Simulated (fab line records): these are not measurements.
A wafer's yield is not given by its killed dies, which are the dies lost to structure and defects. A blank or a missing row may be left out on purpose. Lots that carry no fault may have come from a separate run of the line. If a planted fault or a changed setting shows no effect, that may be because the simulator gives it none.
fab line records -- flow nandHarc
record lots=15, wafers=45, lastDay=34
route steps=1302 shown A_CHANNEL_HOLE_D1@477 A_ONON_D2@555 A_CHANNEL_HOLE_D2@571
lots with no fault: from the same line, run without faults
startH: the number of hours between the record's first day and the start of the first shown wafer of the lot -- waitH: time in hours since the lot's previous step -- " same as the row above -- L1.1+2: one row covering several wafers at once -- - no value, or no start was given -- * or withheld: withheld -- < > ~ a bound
route shown NAME@n: a module of which the file shows steps, and the number in the route of the first -- usual: mean/standard deviation taken from wafers without a fault -- same: alike in all rows -- chamber/n: place in a boat -- sites: per-site readings -- _std_site: how widely they spread, as a standard deviation -- _edge_site: outer sites' mean less inner sites' -- radiusMm: how far each site lies from the wafer's centre -- mask NAME#n: copy n -- behind: the most recent tool/chamber to have shaped the wafer -- hold: the reason the lot was held/the length of the hold in hours/how it ended -- device: which transistor (n, p or np) failed to switch -- end of line: the tests these same wafers got at the end of their route -- a step without rows: its recipe alone -- killed: count of dies lost to structure and defects at first sort (not the wafer's yield) -- map: a wafer's dies, marking killed ones x, the rest . and places with no die _
set.NAME: the run value of the setting; set.NAME@STEP: its run value at that earlier step -- model.NAME: the simulator's own value behind a step, which no gauge read
the route's steps for a sample of lots (tables are steps, rows are wafers)
services: from which hour (startH, from the record's first day; less than 0 if before it) a tool's chamber was out of use, for how many hours, and why
## steps
# step NHARC_A_CHANNEL_HOLE_D1_ETCH_25
# recipe biasV=5000, sourceW=withheld, pressureMtorr=20, timeS=1040.2, arFlowSccm=375, c4f8FlowSccm=93.8, o2FlowSccm=31.2, tempC=-20, targetDepthA=15000, chemistry=C4F8/O2/Ar
# usual drypumpMotorCurrentA=6.1/0.52, showerheadPlenumPTorr=3.60/0.12, throttleValvePct=32.236/0.0094
lot.wafer,tool,chamber,startH,waitH,drypumpMotorCurrentA,rfHoursCounterH,showerheadPlenumPTorr,throttleValvePct
L321.1,harEtch-01,1,198.07,0.7,6.6,94,3.73,32.248
L321.4,harEtch-01,1,198.07,0.7,6.6,-,3.73,32.252
L321.6,harEtch-01,1,198.07,0.7,6.6,-,3.73,32.239
L323.3,harEtch-02,0,208.55,1.4,5.3,-,3.55,32.240
L323.5,harEtch-02,0,208.55,1.4,5.3,-,3.55,32.252
L323.6,harEtch-02,0,208.55,1.4,5.3,-,3.55,32.231
L325.4,harEtch-01,0,220.37,0.7,6.4,-,3.57,32.214
L325.6,harEtch-01,0,220.37,0.7,6.4,-,3.57,32.247
L325.5,harEtch-01,1,220.37,0.7,6.6,-,3.72,32.230
L324.2,harEtch-02,0,225.38,0.7,5.3,328,3.55,32.241
L324.3,harEtch-02,0,225.38,0.7,5.3,-,3.55,32.239
L324.5,harEtch-02,0,225.38,0.7,5.3,-,3.55,32.257
L326.1,harEtch-02,0,243.55,0.6,5.3,336,3.54,32.243
L326.2,harEtch-02,1,243.55,0.6,6.1,320,3.52,32.230
L326.4,harEtch-02,1,243.55,0.6,6.1,-,3.52,32.245
L329.1,harEtch-01,1,268.35,0.7,6.6,136,3.70,32.227
L329.3,harEtch-01,0,268.35,0.7,6.4,-,3.56,32.243
L329.5,harEtch-01,0,268.35,0.7,6.4,-,3.56,32.247
L330.2,harEtch-02,1,283.49,0.7,6.1,343,3.51,32.232
L330.5,harEtch-02,0,283.49,0.7,5.3,-,3.53,32.239
L330.6,harEtch-02,1,283.49,0.7,6.1,-,3.51,32.239
L331.4,harEtch-01,0,290.28,0.7,6.5,-,3.55,32.240
L331.3,harEtch-01,1,290.28,0.7,6.6,-,3.70,32.230
L331.5,harEtch-01,0,290.28,0.7,6.4,-,3.55,32.221
L332.4,harEtch-02,1,295.10,0.7,6.1,-,3.51,32.227
L332.3,harEtch-02,0,295.10,0.7,5.3,-,3.53,32.246
L332.5,harEtch-02,1,295.10,0.7,6.1,-,3.51,32.236
L337.1,harEtch-02,0,347.28,0.6,5.3,393,3.51,32.241
L337.2,harEtch-02,1,347.28,0.6,6.1,378,3.49,32.226
L337.3,harEtch-02,1,347.28,0.6,6.1,-,3.49,32.235
L338.2,harEtch-01,1,356.70,0.6,6.6,186,3.68,32.227
L338.1,harEtch-01,0,356.70,0.6,6.4,186,3.53,32.229
L338.3,harEtch-01,0,356.70,0.6,6.4,-,3.53,32.234
L339.1,harEtch-02,0,362.42,0.6,5.3,405,3.51,32.245
L339.2,harEtch-02,1,362.42,0.6,6.1,389,3.49,32.239
L339.5,harEtch-02,1,362.42,0.6,6.1,-,3.49,32.230
L342.2,harEtch-01,1,393.64,0.7,6.6,209,3.66,32.225
L342.1,harEtch-01,0,393.64,0.7,6.4,209,3.52,32.235
L342.3,harEtch-01,1,393.64,0.7,6.6,-,3.66,32.220
L343.1,harEtch-01,0,405.79,0.6,6.4,220,3.51,32.237
L343.3,harEtch-01,0,405.79,0.6,6.4,-,3.51,32.242
L343.4,harEtch-01,1,405.79,0.6,6.6,-,3.66,32.239
L344.2,harEtch-02,1,419.22,0.7,6.1,22,3.92,32.238
L344.5,harEtch-02,0,419.22,0.7,5.3,-,3.92,32.231
L344.6,harEtch-02,1,419.22,0.7,6.1,-,3.92,32.247
# step NHARC_A_ONON_D2_ANNEAL_15
# recipe tempC=750, timeS=3600
# usual runLengthS=3621/8.6, spikeTcBottomC=768.7/2.6, zonePowerTopPct=25.9/1.1
lot.wafer,tool,chamber,startH,waitH,runLengthS,spikeTcBottomC,zonePowerTopPct
L321.1,furnace-06,0,288.78,3.0,3626,768.0,25.5
L321.4,furnace-06,0,288.78,3.0,3626,771.1,25.8
L321.6,furnace-06,0,288.78,3.0,3626,771.3,25.3
L323.3,furnace-04,0,307.11,6.4,3608,760.6,24.8
L323.5,furnace-04,0,307.11,6.4,3608,764.8,24.4
L323.6,furnace-04,0,307.11,6.4,3608,763.4,24.5
L324.2,furnace-06,0,322.94,1.1,3617,770.3,25.6
L324.3,furnace-06,0,322.94,1.1,3617,770.8,26.3
L324.5,furnace-06,0,322.94,1.1,3617,770.7,25.0
L325.4,furnace-06,0,322.94,5.1,3623,770.5,25.7
L325.5,furnace-06,0,322.94,5.1,3623,770.9,25.3
L325.6,furnace-06,0,322.94,5.1,3623,770.0,25.6
L326.1,furnace-06,0,343.53,3.0,3632,770.2,26.2
L326.2,furnace-06,0,343.53,3.0,3632,769.3,25.5
L326.4,furnace-06,0,343.53,3.0,3632,769.8,25.7
L329.1,furnace-06,0,366.68,3.3,3619,770.3,25.8
L329.3,furnace-06,0,366.68,3.3,3619,770.4,25.4
L329.5,furnace-06,0,366.68,3.3,3619,770.4,25.6
L330.2,furnace-08,0,381.33,3.7,3626,769.0,28.0
L330.5,furnace-08,0,381.33,3.7,3626,770.2,28.0
L330.6,furnace-08,0,381.33,3.7,3626,771.5,28.2
L331.3,furnace-06,0,385.65,4.3,3618,772.9,25.5
L331.4,furnace-06,0,385.65,4.3,3618,770.8,25.6
L331.5,furnace-06,0,385.65,4.3,3618,770.3,26.2
L332.3,furnace-06,0,385.65,4.2,3620,769.8,25.6
L332.4,furnace-06,0,385.65,4.2,3620,769.6,25.7
L332.5,furnace-06,0,385.65,4.2,3620,769.1,25.9
L337.1,furnace-06,-,438.97,3.0,-,-,-
L337.2,furnace-06,-,438.97,3.0,-,-,-
L337.3,furnace-06,-,438.97,3.0,-,-,-
L338.1,furnace-08,-,454.28,3.7,-,-,-
L338.2,furnace-08,-,454.28,3.7,-,-,-
L338.3,furnace-08,-,454.28,3.7,-,-,-
L339.1,furnace-08,-,454.28,3.6,-,-,-
L339.2,furnace-08,-,454.28,3.6,-,-,-
L339.5,furnace-08,-,454.28,3.6,-,-,-
L342.1,furnace-06,0,490.74,3.0,3632,769.7,25.8
L342.2,furnace-06,0,490.74,3.0,3632,767.9,25.4
L342.3,furnace-06,0,490.74,3.0,3632,769.9,25.5
L343.1,furnace-06,0,497.57,3.0,3620,771.1,25.6
L343.3,furnace-06,0,497.57,3.0,3620,768.8,25.9
L343.4,furnace-06,0,497.57,3.0,3620,768.6,24.9
L344.2,furnace-04,0,512.60,3.4,3609,761.8,24.3
L344.5,furnace-04,0,512.60,3.4,3609,764.0,24.8
L344.6,furnace-04,0,512.60,3.4,3609,763.7,24.4
# step NHARC_A_CHANNEL_HOLE_D2_DEP_01
# recipe targetThkA=1400, targetThkNm=140, tempC=400, pressureTorr=3.5, flowSccm=200, rfW=350, material=SiON
# usual heaterPowerW=701/85
lot.wafer,tool,chamber,startH,waitH,heaterPowerW
L321.1,pecvd-03,0,297.93,1.7,718
L321.6,pecvd-03,1,297.93,1.7,665
L321.4,pecvd-03,0,297.93,1.7,749
L323.3,pecvd-03,2,317.29,1.0,735
L323.6,pecvd-03,2,317.29,1.0,742
L323.5,pecvd-03,0,317.29,1.0,835
L325.4,pecvd-02,1,332.14,0.7,797
L325.6,pecvd-02,1,332.14,0.7,807
L325.5,pecvd-02,0,332.14,0.7,747
L324.3,pecvd-03,0,332.64,1.0,851
L324.2,pecvd-03,2,332.64,1.0,716
L324.5,pecvd-03,2,332.64,1.0,712
L326.1,pecvd-03,0,352.84,1.6,796
L326.2,pecvd-03,1,352.84,1.6,698
L326.4,pecvd-03,2,352.84,1.6,763
L329.1,pecvd-02,1,375.79,1.6,697
L329.3,pecvd-02,0,375.79,1.6,678
L329.5,pecvd-02,1,375.79,1.6,702
L330.2,pecvd-02,0,394.35,1.4,759
L330.6,pecvd-02,0,394.35,1.4,761
L330.5,pecvd-02,1,394.35,1.4,787
L331.3,pecvd-02,1,396.37,1.1,792
L331.5,pecvd-02,0,396.37,1.1,748
L331.4,pecvd-02,1,396.37,1.1,784
L332.3,pecvd-01,0,397.54,1.0,766
L332.5,pecvd-01,0,397.54,1.0,756
L332.4,pecvd-01,2,397.54,1.0,618
L342.2,pecvd-02,0,502.08,1.3,704
L342.1,pecvd-02,1,502.08,1.3,671
L342.3,pecvd-02,2,502.08,1.3,603
L343.3,pecvd-01,1,509.12,1.0,664
L343.1,pecvd-01,2,509.12,1.0,722
L343.4,pecvd-01,1,509.12,1.0,660
L344.2,pecvd-02,2,523.37,1.3,544
L344.6,pecvd-02,0,523.37,1.3,660
L344.5,pecvd-02,1,523.37,1.3,741
# step NHARC_A_CHANNEL_HOLE_D2_OVL_MEAS_11
# usual overlayXNm=0.1/1.1, overlayYNm=-0.1/0.86
lot.wafer,tool,chamber,startH,waitH,overlayXNm,overlayYNm
L321.1,overlay-02,-,298.68,-,-1.7,-0.7
L321.4,overlay-02,-,298.68,-,-2.2,-0.2
L321.6,overlay-02,-,298.68,-,-1.7,-0.3
L323.3,overlay-02,-,317.99,-,1.0,0.5
L323.5,overlay-02,-,317.99,-,0.8,0.2
L323.6,overlay-02,-,317.99,-,1.2,0.8
L325.4,overlay-02,-,332.85,-,0.3,-1.4
L325.5,overlay-02,-,332.85,-,0.0,-1.6
L325.6,overlay-02,-,332.85,-,0.0,-1.8
L324.2,overlay-01,-,333.45,-,-1.3,1.5
L324.3,overlay-01,-,333.45,-,-2.1,0.5
L324.5,overlay-01,-,333.45,-,-2.1,1.0
L326.1,overlay-01,-,353.73,-,-0.2,-1.4
L326.2,overlay-01,-,353.73,-,0.4,-2.3
L326.4,overlay-01,-,353.73,-,0.7,-1.5
L329.1,overlay-01,-,376.60,-,0.1,0.1
L329.3,overlay-01,-,376.60,-,-0.2,0.9
L329.5,overlay-01,-,376.60,-,-0.2,0.3
L330.2,overlay-01,-,395.16,-,1.1,0.4
L330.5,overlay-01,-,395.16,-,1.8,0.2
L330.6,overlay-01,-,395.16,-,0.3,0.0
L331.3,overlay-02,-,397.02,-,1.5,0.7
L331.4,overlay-02,-,397.02,-,0.5,0.7
L331.5,overlay-02,-,397.02,-,0.2,0.3
L332.3,overlay-02,-,398.23,-,-1.2,-0.2
L332.4,overlay-02,-,398.23,-,-1.7,-0.6
L332.5,overlay-02,-,398.23,-,-1.7,-0.4
L342.1,overlay-01,-,502.88,-,2.4,0.6
L342.2,overlay-01,-,502.88,-,2.6,1.4
L342.3,overlay-01,-,502.88,-,2.1,0.9
L343.1,overlay-01,-,509.80,-,0.5,-0.1
L343.3,overlay-01,-,509.80,-,0.0,-1.1
L343.4,overlay-01,-,509.80,-,0.3,-0.2
L344.2,overlay-02,-,524.12,-,0.1,1.0
L344.5,overlay-02,-,524.12,-,-0.8,1.1
L344.6,overlay-02,-,524.12,-,-0.3,1.2
## services
tool,chamber,startH,hours,kind
pecvd-03,-,185.00,13.0,pm
pecvd-02,-,188.04,0.7,repair
harEtch-02,1,193.88,-,consumableReplace:focusRing
harEtch-02,1,193.88,17.0,scheduledDown
harEtch-02,1,193.88,17.0,ventCycle
pecvd-01,1,201.88,6.4,repair
harEtch-01,-,209.52,1.1,repair
pecvd-02,-,227.00,13.0,pm
pecvd-01,-,255.51,1.1,repair
pecvd-01,-,311.00,13.0,pm
pecvd-02,2,329.30,8.8,repair
pecvd-01,0,362.57,9.0,repair
pecvd-03,-,366.24,13.0,pm
harEtch-02,-,377.00,17.0,pm
harEtch-02,0,377.00,17.0,ventCycle
harEtch-02,1,377.00,17.0,ventCycle
pecvd-03,-,391.07,9.2,repair
harEtch-02,0,394.00,-,clean
harEtch-02,0,394.00,-,consumableReplace:focusRing
pecvd-02,-,408.00,13.0,pm
pecvd-03,0,465.60,1.8,repair
furnace-08,-,480.36,26.0,pm
pecvd-01,-,490.88,1.1,repair
pecvd-01,-,492.00,13.0,pm
## key
firstSign step=NHARC_A_ONON_D2_ANNEAL_15, reading=toolRecord, direction=missing
effect none on later readings
metAt NHARC_A_ONON_D2_ANNEAL_15
struckLots L337,L338,L339
laterRowsLeftOut L337.1,L337.2,L337.3,L338.1,L338.2,L338.3,L339.1,L339.2,L339.5
sortLeftOut L337.1,L337.2,L337.3,L338.1,L338.2,L338.3,L339.1,L339.2,L339.5
testerLeftOut L337,L338,L339
notActingAt NHARC_A_CHANNEL_HOLE_D1_ETCH_25,NHARC_A_CHANNEL_HOLE_D2_DEP_01,NHARC_A_CHANNEL_HOLE_D2_OVL_MEAS_11
onsetBetween 385.65 438.97
fault kind=skippedStepWhole, tool=furnace-06,furnace-08, chamber=-, onsetH=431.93, steps=NHARC_A_ONON_D2_ANNEAL_15, scope=struckLotsOnly
# testerLeftOut: of these lots the tester's yield and bins aren't shown, on N5 and GAA mostly nor the transistor test; their killed dies are dies lost to structure and defects alone, not to doping, threshold or leakage, so they don't give the yield
# sortLeftOut: the simulated sort isn't trusted on such a fault, so these wafers' sort isn't shown, and their yield isn't known
# laterRowsLeftOut: the simulator's readings of these wafers behind a module that went badly wrong aren't trusted and aren't shown, but for the sort
